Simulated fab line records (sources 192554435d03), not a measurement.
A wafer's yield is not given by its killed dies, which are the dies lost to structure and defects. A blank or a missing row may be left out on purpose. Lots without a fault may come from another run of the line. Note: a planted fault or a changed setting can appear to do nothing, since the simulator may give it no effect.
Lot-split experiment ; flow n5Finfet ; 39 wafers read across 7 lots, on a route 1938 steps long

== SPLIT DETAILS ==
At N5_BEOL_M8_ILD_DEP_00 (deposits SiCOH lowk from DEMS/porogen, target thk 179.75 nm, time 33.4 s), the setting targetThkA was moved away from the recipe's 1797.5 angstrom on 18 of the 39 wafers read, by -45.2% to +55.9%. The other wafers ran this setting at the recipe's value.

== FROM THE SPLIT ON TO THE READING: in between, the file shows 1 step ==
- N5_BEOL_M8_CURE_74: cures SiCOH lowk, time 240 s

== THE READING ==
M8_ILD_THK at N5_BEOL_M8_THK_MEAS_01, in nm. On this fab line, fault-free wafers typically give 154.8 nm with a standard deviation of 2.4 nm.

wafer;tool, chamber at the split;targetThkA as run, angstrom;against the recipe;M8_ILD_THK, nm;against lot-mates on the recipe
L077.1;pecvd-03, 0;1797.5;recipe;149.6;-
L077.2;pecvd-03, 1;2628;+46.2%;222.3;+69.7
L077.3;pecvd-03, 1;2628;+46.2%;226.6;+74.0
L077.4;pecvd-03, 0;1797.5;recipe;155.6;-
L077.5;pecvd-03, 1;2628;+46.2%;225.0;+72.4
L077.6;pecvd-03, 0;1797.5;recipe;152.5;-
L074.1;pecvd-04, 1;1797.5;recipe;156.6;-
L074.5;pecvd-04, 2;1797.5;recipe;158.5;-
L074.6;pecvd-04, 1;1797.5;recipe;158.1;-
L076.1;pecvd-03, 1;1797.5;recipe;150.7;-
L076.2;pecvd-03, 0;2090;+16.3%;176.9;+23.6
L076.3;pecvd-03, 1;1797.5;recipe;154.3;-
L076.4;pecvd-03, 0;1797.5;recipe;155.0;-
L076.5;pecvd-03, 1;2090;+16.3%;178.9;+25.6
L076.6;pecvd-03, 0;2090;+16.3%;180.4;+27.1
L078.1;pecvd-01, 0;984.8;-45.2%;88.2;-66.7
L078.2;pecvd-01, 1;1797.5;recipe;152.2;-
L078.3;pecvd-01, 2;1797.5;recipe;153.6;-
L078.4;pecvd-01, 0;1797.5;recipe;158.8;-
L078.5;pecvd-01, 1;984.8;-45.2%;86.3;-68.6
L078.6;pecvd-01, 2;984.8;-45.2%;85.6;-69.3
L093.1;pecvd-04, 2;1797.5;recipe;157.6;-
L093.2;pecvd-04, 1;1218;-32.2%;108.1;-50.7
L093.3;pecvd-04, 0,2;1218;-32.2%;105.5;-53.3
L093.4;pecvd-04, 0,2;1218;-32.2%;105.5;-53.3
L093.5;pecvd-04, 1;1797.5;recipe;161.4;-
L093.6;pecvd-04, 0;1797.5;recipe;157.3;-
L096.1;pecvd-01, 1;2802;+55.9%;242.2;+85.9
L096.2;pecvd-01, 2;1797.5;recipe;155.9;-
L096.3;pecvd-01, 0;2802;+55.9%;243.1;+86.8
L096.4;pecvd-01, 0;1797.5;recipe;156.4;-
L096.5;pecvd-01, 1;2802;+55.9%;245.2;+88.9
L096.6;pecvd-01, 2;1797.5;recipe;156.6;-
L097.1;pecvd-01, 1;1797.5;recipe;151.6;-
L097.2;pecvd-01, 0;2350;+30.7%;199.5;+45.7
L097.3;pecvd-01, 2;2350;+30.7%;201.8;+48.0
L097.4;pecvd-01, 0;2350;+30.7%;205.0;+51.2
L097.5;pecvd-01, 2;1797.5;recipe;156.6;-
L097.6;pecvd-01, 1;1797.5;recipe;153.3;-
When a row names more than one chamber, that row covers several wafers, and the file does not tell which wafer ran in which chamber.

THE FIT
A straight line over all 39 wafers: M8_ILD_THK changes by +1.53 nm for each +1% of targetThkA; r = +1.00; the points scatter about the line by 2.6 nm.
The same after taking each lot's own level away (the mean of its wafers on the recipe; 39 wafers): +1.56 nm for each +1%; r = +1.00; scatter 2 nm.
On that fit, the largest move of targetThkA shifts the reading by 87 nm.
From 152.57 to 158.77 nm: that is the span of the lots' own levels, equal to 2.6 times the standard deviation above.
Hence the lot-to-lot level has little effect on the slope; both slopes agree.
Check: +87.2 nm against its lot-mates is what the line predicts for one of the wafers moved furthest among these (+55.9%) when that wafer is left out of the fit. It came out at +85.9 nm against them.

== OTHER SPLITS APPLIED TO THESE WAFERS ==
Other splits were also applied to these wafers ahead of the reading. Each is held against what the fit with the lots' levels taken away leaves over:
other split on the same wafers;wafers away from the commonest value;r with M8_ILD_THK (lot level and that fit taken away)
N5_BEOL_M2_ILD_DEP_00 targetThkA;18;-0.02
N5_BEOL_M7_TRENCH_ETCH_37 timeS;15;-0.16

== THE WHOLE CHAIN: every reading that the file lists as answering this split, in the file's order ==
step;what it does;reading;change (the file's fit);r (the file's)
N5_BEOL_M8_ILD_DEP_00;deposits SiCOH lowk from DEMS/porogen, target thk 179.75 nm, time 33.4 s;SiCOH_lowk_of_BEOL_M8_ILD_DEP_00.thkNm (the simulator's own value, which no gauge read);+1.78 nm for each +1% of the setting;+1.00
N5_BEOL_M8_CURE_74;cures SiCOH lowk, time 240 s;SiCOH_lowk_of_BEOL_M8_ILD_DEP_00.thkNm (the simulator's own value, which no gauge read);+1.56 nm for each +1% of the setting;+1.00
N5_BEOL_M8_THK_MEAS_01;;M8_ILD_THK;+1.56 for each +1% of the setting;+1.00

== THE FILE'S OWN FIT ==
M8_ILD_THK changes by +1.56 nm for each +1% of targetThkA, r = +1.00.
